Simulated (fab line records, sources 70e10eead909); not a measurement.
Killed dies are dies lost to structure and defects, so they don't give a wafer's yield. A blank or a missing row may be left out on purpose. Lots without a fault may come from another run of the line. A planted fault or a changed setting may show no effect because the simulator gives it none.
fab line records | flow nand_harc
record lots=5 wafers=15 last_day=34
route steps=1302 shown P_STI@94 P_GATE@110
lots that met no fault: from a run of the same line without faults
start_h: hours from the record's first day to the start of the lot's first wafer shown | wait_h: hours since the lot's step before | " the same as in the row above | L1.1+2: a row that stands for several wafers | - no value, or no start given | * or withheld: withheld | < > ~ a bound
route shown NAME@n: a module of which the file shows steps, and the number in the route of the first | usual: mean/standard deviation of fault-free wafers | same: alike in all rows | chamber/n: place in a boat | sites: the reading at each site | _std_site: their standard deviation | _edge_site: outer sites' mean less inner sites' | radius_mm: how far each site lies from the wafer's centre | mask NAME#n: copy n | behind: the tool/chamber that last shaped the wafer | hold: why the lot was held/for how many hours/how that ended | device: the transistor (n, p or np) that didn't switch | end of line: the same wafers' tests at the end of the route | a step without rows: its recipe alone | killed: dies lost to structure and defects at the first sort, not the wafer's yield | map: a wafer's dies, x killed, . not, _ none there
set.NAME: the setting as run; set.NAME@STEP: as run at that earlier step | model.NAME: the simulator's own value behind a step, which no gauge read
lots at some steps of the route; a table a step, a row a wafer
services: from which hour (start_h, from the record's first day; less than 0 if before it) a tool's chamber was out of use, for how many hours, and why
## steps
# step NHARC_P_STI_PRECLEAN_32
# recipe time_s=* temp_c=50 bath_age_min=0 chemistry=SC1
# columns lot.wafer tool chamber start_h wait_h
L076.5+4+3 wet_bench-01 3,4,0 - -
L080.6+3+4 wet_bench-09 0,1,5 - -
L094.1+4+3 wet_bench-01 5,6,7 - -
L096.2+5+1 wet_bench-01 6,0,3 - -
L097.1+5+6 wet_bench-09 3,4,5 - -
# step NHARC_P_STI_SRD_23
# columns lot.wafer tool chamber start_h wait_h
L076.5+4+3 wet_bench-01 3,4,0 - -
L080.6+3+4 wet_bench-09 0,1,5 - -
L094.1+4+3 wet_bench-01 5,6,7 - -
L096.2+5+1 wet_bench-01 6,0,3 - -
L097.1+5+6 wet_bench-09 3,4,5 - -
# step NHARC_P_STI_OCD_MEAS_43
# usual trench_depth_nm=300/4.1 trench_foot_cd_nm=157.9/2
# columns lot.wafer tool chamber start_h wait_h trench_depth_nm trench_foot_cd_nm
L076.3 ocd-01 - 63.92 - 302 155.0
L076.4 " - " " 294 158.2
L076.5 " - " " 296 157.2
L080.3 ocd-01 - 106.62 - 303 158.2
L080.4 " - " " 296 157.6
L080.6 " - " " 298 157.7
L094.1 ocd-02 - 244.85 - 302 158.5
L094.3 " - " " 309 155.0
L094.4 " - " " 302 157.4
L096.1 ocd-01 - 264.96 - 307 156.5
L096.2 " - " " 295 158.9
L096.5 " - " " 294 159.4
L097.1 ocd-02 - 273.27 - 293 158.1
L097.5 " - " " 298 154.9
L097.6 " - " " 296 156.0
# step NHARC_P_STI_OXIDE_33
# recipe target_thk_a=100 temp_c=1000 ox_time_s=281 material=SiO2
# columns lot.wafer tool chamber start_h wait_h
L076.3+4+5 furnace-06 0 68.02 4.1
L080.3+4+6 furnace-06 0 110.31 3.7
L094.1+3+4 furnace-06 0 248.90 4.0
L096.1+2+5 furnace-02 0 268.15 3.2
L097.1+5+6 furnace-05 0 276.26 3.0
# step NHARC_P_STI_HDPCVD_20
# recipe target_thk_a=withheld sigma_open_frac=withheld material=SiO2
# columns lot.wafer tool chamber start_h wait_h
L076.3+4+5 hdpcvd-01 0,1,1 72.85 0.5
L080.4+3+6 hdpcvd-01 0,1,1 115.19 0.5
L094.1+3+4 hdpcvd-01 1,1,0 253.67 0.4
L096.1+2+5 hdpcvd-01 0,1,1 272.84 0.4
L097.1+5+6 hdpcvd-01 1,0,1 281.08 0.5
# step NHARC_P_STI_ANNEAL_34
# recipe temp_c=1000 time_s=1800
# columns lot.wafer tool chamber start_h wait_h
L076.3+4+5 furnace-05 0 76.55 3.6
L080.3+4+6 furnace-06 0 121.15 5.8
L094.1+3+4 furnace-06 0 259.47 5.7
L096.1+2+5 furnace-06 0 277.08 4.2
L097.1+5+6 furnace-02 0 286.25 5.1
# step NHARC_P_STI_CMP_21
# recipe t_overpolish_s=20 target_thk_nm=380.67
# usual motor_current_A=12.0/0.88 overpolish_run_s=19.999/0.0088 pad_life_wafers=203/89
# columns lot.wafer tool chamber start_h wait_h motor_current_A overpolish_run_s pad_life_wafers
L076.4 cmp-04 0 81.39 0.4 10.7 19.986 234
L076.3 " 3 " " 11.4 19.991 237
L076.5 " 1 " " 11.6 20.000 -
L080.4 cmp-02 2 126.05 0.4 12.0 20.006 312
L080.3 " 0 " " 13.6 20.012 314
L080.6 " 3 " " 11.5 20.003 -
L094.3 cmp-02 3 264.35 0.4 11.6 19.990 120
L094.1 " 0 " " 12.9 19.993 121
L094.4 " 2 " " 12.2 20.001 123
L096.1 cmp-03 0 281.99 0.4 13.1 19.999 72
L096.2 " 1 " " 12.4 19.997 73
L096.5 " 1 " " 12.8 19.991 -
L097.1 cmp-04 1 291.10 0.4 11.4 19.999 276
L097.5 " 1 " " 11.2 20.001 -
L097.6 " 2 " " 12.7 20.006 -
# step NHARC_P_STI_SRD_35
# columns lot.wafer tool chamber start_h wait_h
L076.4+5+3 wet_bench-02 6,0,2 81.69 0.0
L080.4+6+3 wet_bench-09 7,2,3 126.35 0.0
L094.1+4+3 wet_bench-09 3,5,0 264.65 0.0
L096.2+1+5 wet_bench-09 6,7,1 282.30 0.0
L097.6+5+1 wet_bench-01 4,0,1 291.40 0.0
# step NHARC_P_STI_ETCH_36
# recipe target_depth_a=388 chemistry=dHF material=SiO2
# columns lot.wafer tool chamber start_h wait_h
L076.4+5+3 wet_bench-02 6,0,2 81.72 0.0
L080.4+6+3 wet_bench-09 7,2,3 126.38 0.0
L094.1+4+3 wet_bench-09 3,5,0 264.68 0.0
L096.2+1+5 wet_bench-09 6,7,1 282.32 0.0
L097.6+5+1 wet_bench-01 4,0,1 291.42 0.0
# step NHARC_P_STI_STRIP_24
# recipe temp_c=160 chemistry=H3PO4 material=Si3N4
# columns lot.wafer tool chamber start_h wait_h
L076.4+5+3 wet_bench-02 6,0,2 81.73 0.0
L080.4+6+3 wet_bench-09 7,2,3 126.39 0.0
L094.1+4+3 wet_bench-09 3,5,0 264.69 0.0
L096.2+1+5 wet_bench-09 6,7,1 282.34 0.0
L097.6+5+1 wet_bench-01 4,0,1 291.43 0.0
# step NHARC_P_STI_ETCH_37
# recipe target_depth_a=110 chemistry=dHF material=SiO2
# columns lot.wafer tool chamber start_h wait_h
L076.4+5+3 wet_bench-02 6,0,2 - -
L080.4+6+3 wet_bench-09 7,2,3 - -
L094.1+4+3 wet_bench-09 3,5,0 - -
L096.2+1+5 wet_bench-09 6,7,1 - -
L097.6+5+1 wet_bench-01 4,0,1 - -
# step NHARC_P_STI_PRECLEAN_38
# recipe time_s=* temp_c=50 bath_age_min=0 chemistry=SC1
# columns lot.wafer tool chamber start_h wait_h
L076.4+5+3 wet_bench-02 6,0,2 - -
L080.4+6+3 wet_bench-09 7,2,3 - -
L094.1+4+3 wet_bench-09 3,5,0 - -
L096.2+1+5 wet_bench-09 6,7,1 - -
L097.6+5+1 wet_bench-01 4,0,1 - -
# step NHARC_P_STI_SRD_39
# columns lot.wafer tool chamber start_h wait_h
L076.4+5+3 wet_bench-02 6,0,2 - -
L080.4+6+3 wet_bench-09 7,2,3 - -
L094.1+4+3 wet_bench-09 3,5,0 - -
L096.2+1+5 wet_bench-09 6,7,1 - -
L097.6+5+1 wet_bench-01 4,0,1 - -
# step NHARC_P_STI_OXIDE_40
# recipe target_thk_a=100 temp_c=900 ox_time_s=1362 material=SiO2
# columns lot.wafer tool chamber start_h wait_h
L076.3+4+5 furnace-05 0 85.09 -
L080.3+4+6 furnace-02 0 134.38 -
L094.1+3+4 furnace-06 0 268.75 -
L096.1+2+5 furnace-05 0 286.55 -
L097.1+5+6 furnace-06 0 295.80 -
# step NHARC_P_STI_INSPECT_25
# usual raw_defect_count=218/81
# columns lot.wafer tool chamber start_h wait_h raw_defect_count
L076.3 defect_inspect-02 - 89.17 0.4 135
L076.4 " - " " 180
L076.5 " - " " 147
L080.3 defect_inspect-02 - 138.46 0.4 119
L080.4 " - " " 147
L080.6 " - " " 237
L094.1 defect_inspect-01 - 272.91 0.4 186
L094.3 " - " " 139
L094.4 " - " " 131
L096.1 defect_inspect-01 - 290.59 0.4 179
L096.2 " - " " 191
L096.5 " - " " 228
L097.1 defect_inspect-01 - 299.79 0.4 441
L097.5 " - " " 369
L097.6 " - " " 378
# step NHARC_P_GATE_ETCH_69
# recipe target_depth_a=140 chemistry=dHF material=SiO2
# columns lot.wafer tool chamber start_h wait_h
L076.4+5+3 wet_bench-03 6,7,0 89.24 0.1
L080.3+4+6 wet_bench-03 6,0,2 138.51 0.0
L094.3+1+4 wet_bench-06 2,3,6 272.98 0.1
L096.1+2+5 wet_bench-06 0,1,5 290.64 0.1
L097.6+1+5 wet_bench-05 6,7,3 299.84 0.0
# step NHARC_P_GATE_PRECLEAN_70
# recipe time_s=* temp_c=50 bath_age_min=0 chemistry=SC1
# columns lot.wafer tool chamber start_h wait_h
L076.4+5+3 wet_bench-03 6,7,0 89.32 0.1
L080.3+4+6 wet_bench-03 6,0,2 138.61 0.1
L094.3+1+4 wet_bench-06 2,3,6 273.06 0.1
L096.1+2+5 wet_bench-06 0,1,5 290.74 0.1
L097.6+1+5 wet_bench-05 6,7,3 299.94 0.1
# step NHARC_P_GATE_SRD_01
# columns lot.wafer tool chamber start_h wait_h
L076.4+5+3 wet_bench-03 6,7,0 - -
L080.3+4+6 wet_bench-03 6,0,2 - -
L094.3+1+4 wet_bench-06 2,3,6 - -
L096.1+2+5 wet_bench-06 0,1,5 - -
L097.6+1+5 wet_bench-05 6,7,3 - -
# step NHARC_P_GATE_OXIDE_02
# recipe target_thk_a=375 temp_c=950 p_h2o_torr=720 ox_time_s=365 material=SiO2
# columns lot.wafer tool chamber start_h wait_h
L076.3+4+5 furnace-01 0 92.90 -
L080.3+4+6 furnace-01 0 142.19 -
L094.1+3+4 furnace-03 0 276.27 -
L096.1+2+5 furnace-03 0 294.03 -
L097.1+5+6 furnace-01 0 303.52 -
# step NHARC_P_GATE_DEHYDRATE_03
# recipe temp_c=150 time_s=120
# columns lot.wafer tool chamber start_h wait_h
L076.3+4+5 litho_track-02 0 97.41 0.4
L080.3+4+6 litho_track-07 0 146.80 0.4
L094.1+3+4 litho_track-02 0 280.87 0.4
L096.1+2+5 litho_track-07 0 298.58 0.4
L097.1+5+6 litho_track-05 0 308.11 0.4
# step NHARC_P_GATE_HMDS_04
# recipe time_s=30
# columns lot.wafer tool chamber start_h wait_h
L076.3+4+5 litho_track-02 0 - -
L080.3+4+6 litho_track-07 0 - -
L094.1+3+4 litho_track-02 0 - -
L096.1+2+5 litho_track-07 0 - -
L097.1+5+6 litho_track-05 0 - -
# step NHARC_P_GATE_COAT_05
# recipe spin_rpm=4690
# usual spin_speed_rpm=4689/3.3
# columns lot.wafer tool chamber start_h wait_h spin_speed_rpm
L076.3 litho_track-02 0 - - 4692
L076.4 " 0 " " 4694
L076.5 " 0 " " 4687
L080.3 litho_track-07 0 - - 4695
L080.4 " 0 " " 4688
L080.6 " 0 " " 4688
L094.1 litho_track-02 0 - - 4692
L094.3 " 0 " " 4687
L094.4 " 0 " " 4682
L096.1 litho_track-07 0 - - 4684
L096.2 " 0 " " 4693
L096.5 " 0 " " 4694
L097.1 litho_track-05 0 - - 4690
L097.5 " 0 " " 4691
L097.6 " 0 " " 4685
# step NHARC_P_GATE_SOFTBAKE_06
# recipe temp_c=122 time_s=95
# columns lot.wafer tool chamber start_h wait_h
L076.3+4+5 litho_track-02 0 - -
L080.3+4+6 litho_track-07 0 - -
L094.1+3+4 litho_track-02 0 - -
L096.1+2+5 litho_track-07 0 - -
L097.1+5+6 litho_track-05 0 - -
# step NHARC_P_GATE_EBR_07
# columns lot.wafer tool chamber start_h wait_h
L076.3+4+5 litho_track-02 0 - -
L080.3+4+6 litho_track-07 0 - -
L094.1+3+4 litho_track-02 0 - -
L096.1+2+5 litho_track-07 0 - -
L097.1+5+6 litho_track-05 0 - -
# step NHARC_P_GATE_EXPOSE_08
# recipe na=0.6 dose_mj=16.75 mask_id=P_HV
# usual exposure_dose_mJ_cm2=16.750/0.016 stage_vel_mm_s=499.93/0.24
# columns lot.wafer tool chamber start_h wait_h mask exposure_dose_mJ_cm2 stage_vel_mm_s
L076.3 krf_scanner-03 0 97.69 - P_HV#0 16.747 499.73
L076.4 " 0 " " P_HV#0 16.792 499.84
L076.5 " 0 " " P_HV#0 16.772 499.51
L080.3 krf_scanner-03 0 147.07 - P_HV#0 16.754 499.77
L080.4 " 0 " " P_HV#0 16.768 499.70
L080.6 " 0 " " P_HV#0 16.750 499.75
L094.1 krf_scanner-04 0 281.02 - P_HV#0 16.747 499.86
L094.3 " 0 " " P_HV#0 16.736 500.17
L094.4 " 0 " " P_HV#0 16.750 500.19
L096.1 krf_scanner-04 0 298.73 - P_HV#0 16.739 499.83
L096.2 " 0 " " P_HV#0 16.783 499.65
L096.5 " 0 " " P_HV#0 16.732 499.58
L097.1 krf_scanner-02 0 308.38 - P_HV#0 16.771 499.94
L097.5 " 0 " " P_HV#0 16.772 500.20
L097.6 " 0 " " P_HV#0 16.783 500.42
# step NHARC_P_GATE_PEB_09
# recipe peb_temp_c=118 peb_time_s=85
# columns lot.wafer tool chamber start_h wait_h
L076.3+4+5 litho_track-05 0 97.76 0.1
L080.3+4+6 litho_track-02 0 147.13 0.1
L094.1+3+4 litho_track-02 0 281.08 0.1
L096.1+2+5 litho_track-02 0 298.80 0.1
L097.1+5+6 litho_track-07 0 308.46 0.1
# step NHARC_P_GATE_DEVELOP_10
# recipe time_s=70
# columns lot.wafer tool chamber start_h wait_h
L076.3+4+5 litho_track-05 0 - -
L080.3+4+6 litho_track-02 0 - -
L094.1+3+4 litho_track-02 0 - -
L096.1+2+5 litho_track-02 0 - -
L097.1+5+6 litho_track-07 0 - -
# step NHARC_P_GATE_CD_MEAS_11
# recipe target_cd_nm=1640 landing_energy_ev=500
# usual cd_nm=1640.2/1.9
# columns lot.wafer tool chamber start_h wait_h cd_nm
L076.3 cd_sem-02 0 97.85 - 1638.1
L076.4 " 0 " " 1641.7
L076.5 " 0 " " 1640.2
L080.3 cd_sem-02 0 147.22 - 1638.5
L080.4 " 0 " " 1640.6
L080.6 " 0 " " 1638.1
L094.1 cd_sem-02 0 281.17 - 1643.0
L094.3 " 0 " " 1638.4
L094.4 " 0 " " 1639.2
L096.1 cd_sem-01 0 298.89 - 1640.7
L096.2 " 0 " " 1640.3
L096.5 " 0 " " 1641.6
L097.1 cd_sem-02 0 308.55 - 1637.5
L097.5 " 0 " " 1639.4
L097.6 " 0 " " 1639.4
# step NHARC_P_GATE_HARDBAKE_12
# recipe temp_c=125 time_s=80
# columns lot.wafer tool chamber start_h wait_h
L076.3+4+5 litho_track-07 0 97.93 -
L080.3+4+6 litho_track-05 0 147.30 -
L094.1+3+4 litho_track-05 0 281.25 -
L096.1+2+5 litho_track-07 0 298.97 -
L097.1+5+6 litho_track-05 0 308.63 -
# step NHARC_P_GATE_DESCUM_13
# recipe time_s=3 o2_flow_sccm=200 ar_flow_sccm=0 bias_power_w=0 chemistry=O2
# usual drypump_motor_current_A=5.8/0.37 oes_product_au=1.000/0.01 rf_vpp_V=57.9/0.99 showerhead_plenum_p_Torr=1.95/0.073 throttle_valve_pct=11.312/0.0092
# columns lot.wafer tool chamber start_h wait_h drypump_motor_current_A oes_product_au rf_hours_counter_h rf_vpp_V showerhead_plenum_p_Torr throttle_valve_pct
L076.3 rie_diel-04 2 98.02 - 5.3 0.977 4.7 58.5 1.89 11.327
L076.4 " 3 " " 6.1 1.020 4.2 56.0 1.98 11.298
L076.5 " 2 " " 5.3 0.981 - 56.9 1.89 11.319
L080.4 rie_diel-04 1 147.38 - 5.8 1.004 6.4 56.9 2.02 11.317
L080.3 " 0 " " 6.2 0.981 5.0 58.9 1.93 11.320
L080.6 " 1 " " 5.8 0.998 - 58.3 2.02 11.309
L094.3 rie_diel-04 3 281.33 - 6.0 1.012 4.7 58.1 1.98 11.308
L094.1 " 0 " " 6.2 1.006 4.5 57.8 1.93 11.324
L094.4 " 2 " " 5.4 0.981 4.5 58.7 1.89 11.301
L096.1 rie_diel-10 3 299.05 - 6.6 0.997 1.8 56.8 1.91 11.319
L096.2 " 1 " " 5.4 1.009 2.8 59.3 2.05 11.305
L096.5 " 0 " " 5.5 0.996 - 59.3 1.91 11.297
L097.1 rie_diel-03 2 308.71 - 5.9 1.002 0.2 57.1 1.79 11.299
L097.5 " 2 " " 5.9 1.010 - 57.4 1.79 11.295
L097.6 " 3 " " 5.5 1.007 - 58.7 1.92 11.310
# step NHARC_P_GATE_ETCH_14
# recipe target_depth_a=488 chemistry=dHF material=SiO2
# columns lot.wafer tool chamber start_h wait_h
L076.3+5+4 wet_bench-05 2,5,7 98.14 0.1
L080.6+3+4 wet_bench-03 7,0,2 147.53 0.1
L094.4+1+3 wet_bench-05 2,3,6 281.47 0.1
L096.5+2+1 wet_bench-06 1,4,5 299.19 0.1
L097.1+5+6 wet_bench-06 2,5,7 308.84 0.1
# step NHARC_P_GATE_STRIP_15
# recipe time_s=780 temp_c=130 chemistry=SPM
# columns lot.wafer tool chamber start_h wait_h
L076.3+5+4 wet_bench-05 2,5,7 98.19 0.0
L080.6+3+4 wet_bench-03 7,0,2 147.57 0.0
L094.4+1+3 wet_bench-05 2,3,6 281.51 0.0
L096.5+2+1 wet_bench-06 1,4,5 299.23 0.0
L097.1+5+6 wet_bench-06 2,5,7 308.88 0.0
# step NHARC_P_GATE_PRECLEAN_71
# recipe time_s=* temp_c=50 bath_age_min=0 chemistry=SC1
# columns lot.wafer tool chamber start_h wait_h
L076.3+5+4 wet_bench-05 2,5,7 - -
L080.6+3+4 wet_bench-03 7,0,2 - -
L094.4+1+3 wet_bench-05 2,3,6 - -
L096.5+2+1 wet_bench-06 1,4,5 - -
L097.1+5+6 wet_bench-06 2,5,7 - -
# step NHARC_P_GATE_SRD_72
# columns lot.wafer tool chamber start_h wait_h
L076.3+5+4 wet_bench-05 2,5,7 - -
L080.6+3+4 wet_bench-03 7,0,2 - -
L094.4+1+3 wet_bench-05 2,3,6 - -
L096.5+2+1 wet_bench-06 1,4,5 - -
L097.1+5+6 wet_bench-06 2,5,7 - -
# step NHARC_P_GATE_OXIDE_16
# recipe target_thk_a=30 temp_c=875 ox_time_s=392 material=SiO2
# columns lot.wafer tool chamber start_h wait_h
L076.3+4+5 furnace-03 0 99.24 -
L080.3+4+6 furnace-07 0 151.12 -
L094.1+3+4 furnace-01 0 285.31 -
L096.1+2+5 furnace-07 0 302.79 -
L097.1+5+6 furnace-07 0 314.32 -
# step NHARC_P_GATE_CVD_17
# recipe target_thk_a=1500 temp_c=620 time_s=900 material=poly-Si
# columns lot.wafer tool chamber start_h wait_h
L076.3+4+5 lpcvd_poly-04 0 105.47 2.7
L080.3+4+6 lpcvd_poly-03 0 157.19 2.6
L094.1+3+4 lpcvd_poly-04 0 291.50 2.7
L096.1+2+5 lpcvd_poly-03 0 308.89 2.6
L097.1+5+6 lpcvd_poly-01 0 320.46 2.5
# step NHARC_P_GATE_HM_DEP_102
# recipe target_thk_a=1200 temp_c=400 material=aC
# usual throttle_valve_pct=34.999/0.0092
# columns lot.wafer tool chamber start_h wait_h throttle_valve_pct
L076.3 acl_dep-01 0 112.18 4.5 35.001
L076.4 " 0 " " 34.998
L076.5 " 0 " " 35.002
L080.3 acl_dep-03 0 160.02 0.6 35.008
L080.4 " 0 " " 34.991
L080.6 " 0 " " 35.005
L094.1 acl_dep-01 0 295.01 1.3 34.995
L094.3 " 0 " " 35.015
L094.4 " 0 " " 34.998
L096.1 acl_dep-02 0 312.86 1.8 35.011
L096.2 " 0 " " 34.999
L096.5 " 0 " " 34.983
L097.1 acl_dep-02 0 324.83 2.2 34.997
L097.5 " 0 " " 35.013
L097.6 " 0 " " 35.017
# step NHARC_P_GATE_DEP_103
# recipe target_thk_a=300 target_thk_nm=30 temp_c=400 flow_sccm=200 rf_w=350 material=SiON
# usual heater_power_w=721/85
# columns lot.wafer tool chamber start_h wait_h heater_power_w
L076.3 pecvd-03 1 112.66 0.4 575
L076.5 " 0 " " 781
L076.4 " 2 " " 770
L080.3 pecvd-03 0 160.47 0.3 846
L080.4 " 0 " " 824
L080.6 " 1 " " 553
L094.3 pecvd-04 2 295.67 0.3 747
L094.1 " 1 " " 748
L094.4 " 0 " " 705
L096.1 pecvd-02 0 313.53 0.6 676
L096.2 " 1 " " 812
L096.5 " 1 " " 669
L097.1 pecvd-03 1 325.51 0.6 641
L097.6 " 1 " " 637
L097.5 " 2 " " 710
# step NHARC_P_GATE_DEHYDRATE_18
# recipe temp_c=150 time_s=120
# columns lot.wafer tool chamber start_h wait_h
L076.3+4+5 litho_track-06 0 112.92 0.2
L080.3+4+6 litho_track-04 0 160.74 0.2
L094.1+3+4 litho_track-06 0 295.94 0.2
L096.1+2+5 litho_track-06 0 313.80 0.2
L097.1+5+6 litho_track-04 0 325.80 0.3
# step NHARC_P_GATE_HMDS_19
# recipe time_s=30
# columns lot.wafer tool chamber start_h wait_h
L076.3+4+5 litho_track-06 0 - -
L080.3+4+6 litho_track-04 0 - -
L094.1+3+4 litho_track-06 0 - -
L096.1+2+5 litho_track-06 0 - -
L097.1+5+6 litho_track-04 0 - -
# step NHARC_P_GATE_COAT_20
# recipe spin_rpm=1500 resist_thk_nm=90
# usual spin_speed_rpm=1500.1/1.2
# columns lot.wafer tool chamber start_h wait_h spin_speed_rpm
L076.3 litho_track-06 0 - - 1499.8
L076.4 " 0 " " 1498.9
L076.5 " 0 " " 1500.1
L080.3 litho_track-04 0 - - 1500.4
L080.4 " 0 " " 1501.1
L080.6 " 0 " " 1498.7
L094.1 litho_track-06 0 - - 1502.8
L094.3 " 0 " " 1501.7
L094.4 " 0 " " 1501.1
L096.1 litho_track-06 0 - - 1498.9
L096.2 " 0 " " 1501.2
L096.5 " 0 " " 1499.6
L097.1 litho_track-04 0 - - 1501.2
L097.5 " 0 " " 1497.7
L097.6 " 0 " " 1499.6
# step NHARC_P_GATE_SOFTBAKE_21
# recipe temp_c=105 time_s=55
# columns lot.wafer tool chamber start_h wait_h
L076.3+4+5 litho_track-06 0 - -
L080.3+4+6 litho_track-04 0 - -
L094.1+3+4 litho_track-06 0 - -
L096.1+2+5 litho_track-06 0 - -
L097.1+5+6 litho_track-04 0 - -
# step NHARC_P_GATE_EBR_22
# columns lot.wafer tool chamber start_h wait_h
L076.3+4+5 litho_track-06 0 - -
L080.3+4+6 litho_track-04 0 - -
L094.1+3+4 litho_track-06 0 - -
L096.1+2+5 litho_track-06 0 - -
L097.1+5+6 litho_track-04 0 - -
# step NHARC_P_GATE_EXPOSE_23
# recipe na=1.35 target_cd_nm=120 dose_mj=93.91 mask_id=P_GATE
# usual exposure_dose_mJ_cm2=93.88/0.098 stage_vel_mm_s=500.02/0.27
# columns lot.wafer tool chamber start_h wait_h mask exposure_dose_mJ_cm2 stage_vel_mm_s
L076.3 arfi_scanner-01 0 113.20 - P_GATE#0 93.89 500.33
L076.4 " 0 " " P_GATE#0 93.72 500.06
L076.5 " 0 " " P_GATE#0 93.75 500.48
L080.3 arfi_scanner-01 0 160.89 - P_GATE#0 93.86 500.11
L080.4 " 0 " " P_GATE#0 93.90 500.14
L080.6 " 0 " " P_GATE#0 93.84 499.60
L094.1 arfi_scanner-01 0 296.08 - P_GATE#0 93.92 500.07
L094.3 " 0 " " P_GATE#0 93.85 499.98
L094.4 " 0 " " P_GATE#0 93.94 500.00
L096.1 arfi_scanner-01 0 314.07 - P_GATE#0 93.84 500.07
L096.2 " 0 " " P_GATE#0 93.82 499.71
L096.5 " 0 " " P_GATE#0 93.97 499.62
L097.1 arfi_scanner-03 0 326.07 - P_GATE#0 93.95 500.00
L097.5 " 0 " " P_GATE#0 93.92 500.24
L097.6 " 0 " " P_GATE#0 93.91 499.87
# step NHARC_P_GATE_PEB_24
# recipe peb_temp_c=100 peb_time_s=65
# columns lot.wafer tool chamber start_h wait_h
L076.3+4+5 litho_track-01 0 113.25 0.0
L080.3+4+6 litho_track-06 0 160.94 0.0
L094.1+3+4 litho_track-04 0 296.14 0.1
L096.1+2+5 litho_track-04 0 314.14 0.1
L097.1+5+6 litho_track-01 0 326.13 0.1
# step NHARC_P_GATE_DEVELOP_25
# recipe develop_time_s=35 dev_temp_c=23
# columns lot.wafer tool chamber start_h wait_h
L076.3+4+5 litho_track-01 0 - -
L080.3+4+6 litho_track-06 0 - -
L094.1+3+4 litho_track-04 0 - -
L096.1+2+5 litho_track-04 0 - -
L097.1+5+6 litho_track-01 0 - -
# step NHARC_P_GATE_CD_MEAS_26
# recipe target_cd_nm=120 landing_energy_ev=500
# usual cd_nm=119.5/0.54
# columns lot.wafer tool chamber start_h wait_h cd_nm
L076.3 cd_sem-01 0 113.33 - 118.0
L076.4 " 0 " " 118.8
L076.5 " 0 " " 118.7
L080.3 cd_sem-03 0 161.03 - 119.8
L080.4 " 0 " " 120.2
L080.6 " 0 " " 119.0
L094.1 cd_sem-02 0 296.22 - 119.3
L094.3 " 0 " " 119.0
L094.4 " 0 " " 119.6
L096.1 cd_sem-03 0 314.21 - 118.3
L096.2 " 0 " " 118.6
L096.5 " 0 " " 119.2
L097.1 cd_sem-01 0 326.21 - 118.4
L097.5 " 0 " " 119.6
L097.6 " 0 " " 119.7
# step NHARC_P_GATE_OVL_MEAS_27
# usual overlay_x_nm=0.3/0.87 overlay_y_nm=0.2/0.82
# columns lot.wafer tool chamber start_h wait_h overlay_x_nm overlay_y_nm
L076.3 overlay-02 - 113.42 - 0.9 0.1
L076.4 " - " " 0.4 0.2
L076.5 " - " " 1.1 0.4
L080.3 overlay-01 - 161.11 - 0.1 1.5
L080.4 " - " " 0.9 1.3
L080.6 " - " " 0.8 1.4
L094.1 overlay-01 - 296.31 - -0.3 1.3
L094.3 " - " " -0.4 1.1
L094.4 " - " " -0.8 1.9
L096.1 overlay-02 - 314.30 - -0.1 0.8
L096.2 " - " " 0.5 1.1
L096.5 " - " " 0.0 1.0
L097.1 overlay-01 - 326.30 - 0.8 -0.6
L097.5 " - " " 0.5 -0.2
L097.6 " - " " 0.6 -0.1
# step NHARC_P_GATE_INSPECT_28
# usual raw_defect_count=6.2/2.7
# columns lot.wafer tool chamber start_h wait_h raw_defect_count
L076.3 defect_inspect-01 - 113.45 0.0 9
L076.4 " - " " 11
L076.5 " - " " 7
L080.3 defect_inspect-02 - 161.15 0.0 2
L080.4 " - " " 6
L080.6 " - " " 4
L094.1 defect_inspect-02 - 296.34 0.0 6
L094.3 " - " " 3
L094.4 " - " " 6
L096.1 defect_inspect-02 - 314.34 0.0 4
L096.2 " - " " 11
L096.5 " - " " 0
L097.1 defect_inspect-02 - 326.34 0.0 2
L097.5 " - " " 3
L097.6 " - " " 6
# step NHARC_P_GATE_DESCUM_31
# recipe time_s=3 o2_flow_sccm=200 ar_flow_sccm=0 bias_power_w=0 chemistry=O2
# usual drypump_motor_current_A=5.8/0.34 oes_product_au=1.000/0.0093 rf_vpp_V=57.9/0.98 showerhead_plenum_p_Torr=1.94/0.073 throttle_valve_pct=11.310/0.011
# columns lot.wafer tool chamber start_h wait_h drypump_motor_current_A oes_product_au rf_hours_counter_h rf_vpp_V showerhead_plenum_p_Torr throttle_valve_pct
L076.4 rie_diel-03 1 113.51 0.1 5.2 1.007 0 57.2 1.84 11.300
L076.3 " 3 " " 5.5 1.013 0 57.8 1.93 11.302
L076.5 " 1 " " 5.3 1.009 - 57.4 1.84 11.298
L080.3 rie_diel-03 0 161.22 0.1 6.0 0.997 2.0 58.3 2.01 11.314
L080.4 " 1 " " 5.3 0.996 2.3 56.5 1.84 11.309
L080.6 " 3 " " 5.5 0.995 - 55.9 1.93 11.320
L094.3 rie_diel-04 2 296.41 0.1 5.3 0.985 6.6 57.4 1.89 11.298
L094.1 " 1 " " 5.8 0.994 5.6 60.3 2.02 11.287
L094.4 " 1 " " 5.9 0.991 - 59.2 2.02 11.313
L096.2 rie_diel-10 2 314.41 0.1 5.8 1.003 4.4 57.5 2.03 11.304
L096.1 " 0 " " 5.5 1.002 4.1 58.2 1.91 11.318
L096.5 " 2 " " 5.8 1.007 - 59.4 2.03 11.308
L097.1 rie_diel-04 0 326.41 0.1 6.2 0.998 7.6 58.1 1.93 11.300
L097.5 " 2 " " 5.3 0.992 - 56.2 1.89 11.306
L097.6 " 3 " " 6.1 1.013 - 57.0 1.97 11.315
## services
# columns tool chamber start_h hours kind
litho_track-02 - 52.00 7.0 pm
hdpcvd-01 - 65.02 1.3 repair
wet_bench-02 - 68.00 8.0 pm
litho_track-07 - 76.00 7.0 pm
wet_bench-05 - 84.80 8.0 pm
wet_bench-01 - 101.60 8.0 pm
rie_diel-04 0 105.74 10.1 repair
wet_bench-02 - 110.08 4.1 repair
litho_track-05 - 124.00 7.0 pm
rie_diel-04 0 169.39 7.0 repair
wet_bench-09 - 176.80 8.0 pm
rie_diel-04 - 177.90 9.0 pm
litho_track-06 - 179.00 7.0 pm
hdpcvd-01 - 185.00 13.0 pm
wet_bench-06 - 194.53 8.0 pm
litho_track-04 - 203.00 7.0 pm
wet_bench-03 - 210.40 8.0 pm
litho_track-02 - 227.00 7.0 pm
wet_bench-02 - 243.34 32.2 repair
litho_track-07 - 251.00 7.0 pm
wet_bench-05 - 260.80 8.0 pm
wet_bench-01 - 277.60 8.0 pm
litho_track-05 - 299.00 7.0 pm
furnace-06 - 301.22 6.9 repair
## key
fault none
